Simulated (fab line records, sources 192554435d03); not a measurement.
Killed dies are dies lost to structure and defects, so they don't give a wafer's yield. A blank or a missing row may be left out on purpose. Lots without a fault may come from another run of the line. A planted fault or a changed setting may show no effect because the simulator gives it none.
Chamber matching | flow n5_finfet | N5_BEOL_M15_CMP_49 on cmp-01: 4 sister chambers
The step polishes, stops on SiO2, t overpolish 4.9 s, target thk 850 nm. 14 wafers are shown with their chamber, then 7 later ones without.

WAFERS WITH THEIR CHAMBER
wafer  | chamber | motor_current_A (A) | barrier_field_endpoint_s (s) | clearing_platen_down_force_psi (psi)
L080.2 | 2       | 8.2                 | 11.86                        | 1.993
L080.4 | 3       | 7.9                 | 11.78                        | 2.004
L080.5 | 2       | 8.2                 | 11.79                        | 1.998
L081.1 | 3       | 8.3                 | 11.47                        | 1.998
L081.2 | 2       | 8.3                 | 11.28                        | 2.003
L081.6 | 0       | 8.4                 | 11.61                        | 2.001
L087.1 | 0       | 8.1                 | 11.54                        | 1.994
L087.2 | 1       | 7.9                 | 11.27                        | 2.000
L087.5 | 0       | 8.1                 | 11.27                        | 1.993
L089.2 | 1       | 7.8                 | 10.88                        | 1.998
L089.3 | 0       | 8.3                 | 11.02                        | 2.002
L089.5 | 2       | 8.4                 | 11.14                        | 2.004
L092.1 | 2       | 7.7                 | 11.30                        | 2.004
L092.2 | 0       | 8.7                 | 11.36                        | 1.999

SIGNATURES (means of the wafers above)
reading                        | chamber 0 | chamber 1 | chamber 2 | chamber 3 | scatter within a chamber
motor_current_A                | 8.320     | 7.850     | 8.160     | 8.100     | 0.25
barrier_field_endpoint_s       | 11.3600   | 11.0750   | 11.4740   | 11.6250   | 0.278
clearing_platen_down_force_psi | 1.99780   | 1.99900   | 2.00040   | 2.00100   | 0.00424
Rule: a wafer's distance from a chamber is the root of the sum, over the readings, of the square of ((its reading less the chamber's mean) divided by the reading's scatter). The wafer belongs to the nearest chamber; if the next one is less than 2 further off, it can't be placed. The scatter: the root of (the sum of the squares of (reading less its chamber's mean) over the shown wafers, divided by (wafers less chambers)).

WAFERS WITHOUT THEIR CHAMBER
wafer  | motor_current_A (A) | barrier_field_endpoint_s (s) | clearing_platen_down_force_psi (psi)
L092.4 | 8.1                 | 11.58                        | 1.999
L095.2 | 7.9                 | 11.24                        | 1.999
L095.5 | 7.9                 | 10.92                        | 2.005
L095.6 | 8.0                 | 11.62                        | 2.000
L094.1 | 7.8                 | 11.15                        | 2.000
L094.3 | 8.1                 | 10.89                        | 2.000
L094.4 | 8.2                 | 11.29                        | 2.002

WHICH CHAMBER EACH WENT THROUGH
wafer  | from the rows above               | in truth
L092.4 | can't be placed: 3 or 2 or 0 or 1 | 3
L095.2 | can't be placed: 1 or 2 or 3 or 0 | 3
L095.5 | can't be placed: 1 or 2 or 3 or 0 | 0
L095.6 | can't be placed: 3 or 2 or 0 or 1 | 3
L094.1 | can't be placed: 1 or 2 or 3 or 0 | 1
L094.3 | can't be placed: 1 or 0 or 2 or 3 | 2
L094.4 | can't be placed: 2 or 0 or 3 or 1 | 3
Placed correctly: 0 of 7. Can't be placed from these rows: 7 (the true chamber is among the candidates in 7). Placed wrongly: 0.
